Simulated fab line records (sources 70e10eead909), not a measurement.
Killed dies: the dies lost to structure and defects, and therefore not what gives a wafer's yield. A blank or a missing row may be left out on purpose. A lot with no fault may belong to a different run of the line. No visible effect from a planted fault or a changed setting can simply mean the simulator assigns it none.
Matching of chambers ; flow nand harc ; NHARC_P_GATE_DESCUM_48 on rie diel-03 has 4 sister chambers
The step chemistry O2, time 3 s. 4 wafers are shown with their chamber, then 8 later ones without.

## WAFERS PAIRED WITH THEIR CHAMBERS
wafer;chamber;showerhead plenum p Torr (Torr)
L082.2;2;2.00
L092.3;3;1.77
L092.6;0;1.89
L095.1;1;1.97

## WAFERS WITH NO CHAMBER GIVEN
wafer;showerhead plenum p Torr (Torr)
L095.2;2.08
L095.4;1.89
L096.3;1.97
L096.5;2.08
L096.6;1.99
L097.2;1.89
L097.5;1.89
L097.6;2.07

## WHICH CHAMBER EACH WENT THROUGH
wafer;from the rows above;in truth
L095.2;can't be placed: 2 or 1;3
L095.4;can't be placed: 0 or 1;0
L096.3;can't be placed: 1 or 2 or 0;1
L096.5;can't be placed: 2 or 1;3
L096.6;can't be placed: 2 or 1 or 0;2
L097.2;can't be placed: 0 or 1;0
L097.5;can't be placed: 0 or 1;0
L097.6;can't be placed: 2 or 1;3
Correct placement for 0 of the 8. Can't be placed from these rows: 8 (the true chamber is among the candidates in 5). Number placed wrongly: 0.
How it was worked out, from the rows above alone: a wafer's distance from a chamber is the root of the sum, over the readings, of the square of ((its reading less the chamber's mean) divided by the reading's scatter). If the next closest chamber is less than 2 further off than the closest, the wafer can't be placed; otherwise it belongs to the closest. The mean given for a chamber averages the wafers shown for that chamber. The scatter (one wafer shown for each chamber): square how far every hidden wafer sits from the nearest shown wafer, average those squares and take the square root.
